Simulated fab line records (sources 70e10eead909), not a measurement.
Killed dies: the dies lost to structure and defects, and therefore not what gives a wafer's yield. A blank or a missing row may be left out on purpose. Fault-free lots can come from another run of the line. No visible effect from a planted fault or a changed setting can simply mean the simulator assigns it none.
Which tool is to blame? -- flow nandHarc -- Sampling: 6 lots, 18 wafers, 5 of 1302 route steps

## WHAT THE GAUGES READ, wafer by wafer
NHARC_END_SORT_01.
lot,measured,on,killedAtArray
L794,day 25 01:07,prober-01,63 61 64
L797,day 25 17:49,prober-02,18 17 18
L799,day 26 12:58,prober-01,59 53 58
L804,day 28 20:40,prober-02,39 45 41
L807,day 31 21:57,prober-02,135 144 140
L816,day 35 09:57,prober-01,48 53 45

## TOOL THAT RAN EACH LOT (tool first, then ch and the chambers of the sampled wafers, then the start)
lot,NHARC_A_CHANNEL_HOLE_D1_ETCH_33,NHARC_A_CHANNEL_FILL_D1_ALD_03,NHARC_A_CHANNEL_FILL_D1_ALD_14,NHARC_A_CHANNEL_FILL_D1_STRIP_29
L794,"harEtch-02 ch 0,1, day 8 21:55","aldSinBatch-01 ch 0, day 9 03:16","aldHk-03 ch 0,1,3, day 9 06:50","rieDiel-08 ch 0,1,2, day 25 01:07 or earlier"
L797,"harEtch-01 ch 0,1, day 10 11:56","aldSinBatch-01 ch 0, day 10 17:17","aldHk-03 ch 0,2, day 10 20:50","rieDiel-08 ch 1,2,3, day 25 17:49 or earlier"
L799,"harEtch-01 ch 0,1, day 11 02:05","aldSinBatch-03 ch 0, day 11 07:25","aldHk-04 ch 0,1,2, day 11 11:04","rieDiel-08 ch 2,3, day 26 12:58 or earlier"
L804,"harEtch-01 ch 0,1, day 13 12:38","aldSinBatch-01 ch 0, day 13 19:29","aldHk-03 ch 0,1,3, day 13 23:01","rieDiel-05 ch 1,3, day 28 20:40 or earlier"
L807,"harEtch-02 ch 0,1, day 14 20:10","aldSinBatch-01 ch 0, day 15 01:32","aldHk-04 ch 1,2,3, day 15 05:11","rieDiel-09 ch 0,1,2, day 31 21:57 or earlier"
L816,"harEtch-01 ch 0,1, day 18 17:29","aldSinBatch-02 ch 0, day 18 22:50","aldHk-03 ch 1,2,3, day 19 02:27","rieDiel-08 ch 1,3, day 35 09:57 or earlier"
- NHARC_A_CHANNEL_HOLE_D1_ETCH_33: etches the open film in C4F8/O2/Ar, time 90 s, target depth 400 nm.
- NHARC_A_CHANNEL_FILL_D1_ALD_03: deposits SiNx, target thk 6 nm, pulse time 60 s, ald cycles 58.
- NHARC_A_CHANNEL_FILL_D1_ALD_14: deposits SiO2, target thk 2.5 nm, pulse time 10 s, ald cycles 25.
- NHARC_A_CHANNEL_FILL_D1_STRIP_29: strips in O2, time 20 s.

## THE ANSWER, worked out from the rows above alone
Rule: what is usual is taken from the lots themselves. The widest of any qualifying gaps counts: lots, ordered by their means at a reading, are off when they make up no more than a third of the lots, leave a main group of 4 or more, and stand apart from it by 3 or more times the standard deviation of that group's means. A main group is skipped when, at the precision printed for the reading in the tables above, its means are all equal. Also off: a lot with no number at a reading for which 4 or more lots have one. All remaining lots with rows at the step are treated as sound.
Off at NHARC_END_SORT_01 (killedAtArray): L807. The main group: mean 45, standard deviation 16.
A tool fits if, at a process step before that reading, it ran every lot that is off, and no sound lot after the first of them. Those tools and the gauges at NHARC_END_SORT_01 are tried in the same way. Because NHARC_A_CHANNEL_FILL_D1_STRIP_29 lacks a start for some lots, the hours and order of its lots are taken from NHARC_END_SORT_01. Can't be told from this: 5 tools fit, harEtch-02 at NHARC_A_CHANNEL_HOLE_D1_ETCH_33, aldSinBatch-01 at NHARC_A_CHANNEL_FILL_D1_ALD_03, aldHk-04 at NHARC_A_CHANNEL_FILL_D1_ALD_14, rieDiel-09 at NHARC_A_CHANNEL_FILL_D1_STRIP_29, prober-02 at NHARC_END_SORT_01.

## WHAT HAD BEEN PUT IN BY THE SIMULATOR
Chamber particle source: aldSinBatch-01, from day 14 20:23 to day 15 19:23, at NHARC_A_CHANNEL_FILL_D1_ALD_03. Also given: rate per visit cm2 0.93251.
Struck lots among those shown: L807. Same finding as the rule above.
